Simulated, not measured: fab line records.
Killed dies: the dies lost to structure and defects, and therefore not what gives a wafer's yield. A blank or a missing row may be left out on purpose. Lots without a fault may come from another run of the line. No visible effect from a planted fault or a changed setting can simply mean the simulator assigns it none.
Chamber matching | flow nandHarc | 4 sister chambers for NHARC_A_BONDPAD_STRIP_15 on rieDiel-12
The step strips in O2. 15 wafers are shown with their chamber, then 7 later ones without.

== WAFERS, EACH WITH ITS CHAMBER ==
wafer  | chamber | drypumpMotorCurrentA (A) | rfVppV (V) | oesProductAu (a.u.)
L545.1 | 0       | 5.8                      | 57.2       | 0.987
L545.2 | 3       | 5.9                      | 58.9       | 1.013
L545.5 | 2       | 5.6                      | 56.6       | 1.016
L549.3 | 1       | 5.7                      | 57.7       | 1.009
L549.5 | 1       | 5.7                      | 57.5       | 0.999
L549.6 | 2       | 5.6                      | 57.3       | 1.009
L552.2 | 2       | 5.6                      | 57.5       | 1.014
L552.3 | 3       | 5.9                      | 57.9       | 1.014
L552.5 | 1       | 5.7                      | 58.7       | 1.010
L559.2 | 2       | 5.6                      | 57.3       | 1.008
L559.4 | 3       | 5.9                      | 57.1       | 0.971
L559.5 | 2       | 5.5                      | 57.0       | 1.012
L564.4 | 3       | 5.9                      | 58.7       | 0.997
L563.1 | 0       | 5.8                      | 57.8       | 1.005
L563.2 | 3       | 5.9                      | 58.7       | 0.992

SIGNATURES, as means of the wafers listed above
reading              | chamber 0 | chamber 1 | chamber 2 | chamber 3 | scatter within a chamber
drypumpMotorCurrentA | 5.800     | 5.700     | 5.580     | 5.900     | 0.027
rfVppV               | 57.500    | 57.967    | 57.140    | 58.260    | 0.585
oesProductAu         | 0.99600   | 1.00600   | 1.01180   | 0.99740   | 0.0118
Rule: distance of a wafer from a chamber = root of the sum over the readings of ((wafer's reading minus chamber's mean) / reading's scatter) squared. The wafer belongs to the nearest chamber; if the next one is less than 2 further off, it can't be placed. The scatter: take each reading less its chamber's mean, square it, sum over the shown wafers, divide by the number of wafers less the number of chambers, and take the root.

== WAFERS MISSING THEIR CHAMBER ==
wafer  | drypumpMotorCurrentA (A) | rfVppV (V) | oesProductAu (a.u.)
L563.6 | 5.7                      | 57.6       | 1.026
L566.1 | 5.8                      | 57.8       | 1.007
L566.4 | 5.8                      | 56.7       | 0.996
L566.6 | 5.6                      | 57.1       | 1.018
L567.1 | 5.6                      | 57.4       | 1.035
L567.3 | 5.9                      | 58.4       | 0.999
L567.5 | 5.8                      | 57.7       | 1.001

== THE CHAMBER EACH PASSED THROUGH ==
wafer  | from the rows above | in truth
L563.6 | 1                   | 1
L566.1 | 0                   | 0
L566.4 | 0                   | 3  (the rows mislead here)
L566.6 | 2                   | 2
L567.1 | 2                   | 2
L567.3 | 3                   | 3
L567.5 | 0                   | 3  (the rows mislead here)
Correctly placed: 5 of 7. Left unplaced by these rows: 0. Wrongly placed: 2.
